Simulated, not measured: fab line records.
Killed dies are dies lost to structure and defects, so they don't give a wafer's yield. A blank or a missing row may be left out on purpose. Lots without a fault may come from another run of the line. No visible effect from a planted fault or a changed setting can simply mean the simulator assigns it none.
Problem report in the 8D (eight disciplines) form, filled by code ; flow n5_finfet ; the parts of the form that need people (team, actions taken, sign-off) are left out

## 1. WHAT IS WRONG
Wafers without a fault read 1499.9 rpm, standard deviation 1.1; spin_speed_rpm at N5_MOL_CONTACT_COAG_COAT_62 reads a mean of 1581.4 rpm on 6 wafers belonging to 2 lots. That is +74 standard deviations from the usual mean.
The step: time 60 s, resist thk 60 nm.
First seen on wafer L483.2, day 8 21:14, on litho_track-03. The record has a number at this step for 12 wafers belonging to 4 lots. By rule, "out" or "out of limits" means more than 4 standard deviations away from the usual mean. Any other wafer with a number is counted as sound.

## 2. WHAT IT IS AND WHAT IT IS NOT
question;is;is not
which readings at this step;spin_speed_rpm;resist_line_temp_C
which lots;L483, L485;L474, L489
which wafers of those lots;all that have a number;-
read on which tools;litho_track-03;litho_track-01
when;from day 8 21:14;"up to then (3 sound wafers); but 3 sound wafers of L489 came after"

## 3. WHAT RULES OUT EACH SUSPECT
Counting: any tool at a process step up to the reading is kept as a suspect provided that every lot that is out went through it and no sound lot did after the first of them.
- litho_track-03 at N5_MOL_CONTACT_COAG_COAT_62 (time 60 s, resist thk 60 nm): kept. All lots that are out passed through it, beginning with L483 at day 8 21:14, and no sound lot followed; its final sound lot before that point was L474 at day 6 14:23. Its own spin_speed_rpm readings are out on those wafers.
After counting, what remains is litho_track-03 at N5_MOL_CONTACT_COAG_COAT_62.

## 4. THE CAUSE (what the simulator had put in)
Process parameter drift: litho_track-03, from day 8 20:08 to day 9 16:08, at N5_MOL_CONTACT_COAG_COAT_62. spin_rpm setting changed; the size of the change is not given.
The count eliminated every tool but this one.

## 5. SEQUENCE OF EFFECTS, ordered by route
One row per reading whose mean, taken over the struck wafers that have a number, lies over 3 standard deviations from the usual. Only readings for which the record gives a usual standard deviation are gone through. hours: the time from each lot's start at the first step in this table that gives one to its start at this step, as a median over the lots. sigmas: the change in usual standard deviations.
hours;step;reading;usual;on struck wafers;change;sigmas
0;N5_MOL_CONTACT_COAG_COAT_62;spin_speed_rpm;1499.9 rpm;1581.4;+81.5;+74
The process steps in it:
- N5_MOL_CONTACT_COAG_COAT_62: time 60 s, resist thk 60 nm.

## 6. WHAT WOULD HAVE CAUGHT IT SOONER
In this record the first reading out of limits was taken at day 8 21:14, 1 hour after the fault began at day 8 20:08.
